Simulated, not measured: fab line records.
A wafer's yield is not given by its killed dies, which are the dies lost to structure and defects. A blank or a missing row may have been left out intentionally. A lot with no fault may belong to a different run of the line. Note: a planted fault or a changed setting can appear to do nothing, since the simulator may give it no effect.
Matching of chambers + flow nandHarc + NHARC_A_CHANNEL_FILL_D2_ETCHBACK_20 on rieDiel-04 has 4 sister chambers
The step etches the open film in C4F8/O2/Ar, target depth 27 nm, time 13.5 s. 4 wafers are shown with their chamber, then 8 later ones without.

## WAFERS WITH THEIR CHAMBER
| wafer  | chamber | rfVppV (V) |
|--------|---------|------------|
| L081.4 | 2       | 984        |
| L083.1 | 3       | 985        |
| L083.4 | 0       | 978        |
| L086.1 | 1       | 978        |

## WAFERS WITHOUT THEIR CHAMBER
| wafer  | rfVppV (V) |
|--------|------------|
| L086.5 | 979        |
| L086.6 | 986        |
| L090.1 | 979        |
| L090.3 | 985        |
| L090.6 | 985        |
| L095.3 | 979        |
| L095.4 | 984        |
| L095.6 | 978        |

## WHICH CHAMBER EACH WENT THROUGH
| wafer  | from the rows above     | in truth |
|--------|-------------------------|----------|
| L086.5 | can't be placed: 0 or 1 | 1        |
| L086.6 | can't be placed: 3 or 2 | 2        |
| L090.1 | can't be placed: 0 or 1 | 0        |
| L090.3 | can't be placed: 3 or 2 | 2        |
| L090.6 | can't be placed: 3 or 2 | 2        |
| L095.3 | can't be placed: 0 or 1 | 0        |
| L095.4 | can't be placed: 2 or 3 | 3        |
| L095.6 | can't be placed: 0 or 1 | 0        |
Correct placement for 0 of the 8. Can't be placed from these rows: 8 (the true chamber is among the candidates in 8). Number placed wrongly: 0.
How it was worked out, from the rows above alone: a wafer's distance from a chamber is the root of the sum, over the readings, of the square of ((its reading less the chamber's mean) divided by the reading's scatter). If the next closest chamber is less than 2 further off than the closest, the wafer can't be placed; otherwise it belongs to the closest. Each chamber's mean is taken over the wafers shown for it. The scatter: with one shown wafer a chamber, the root of the mean of the squares of how far each hidden wafer lies from its nearest shown one.
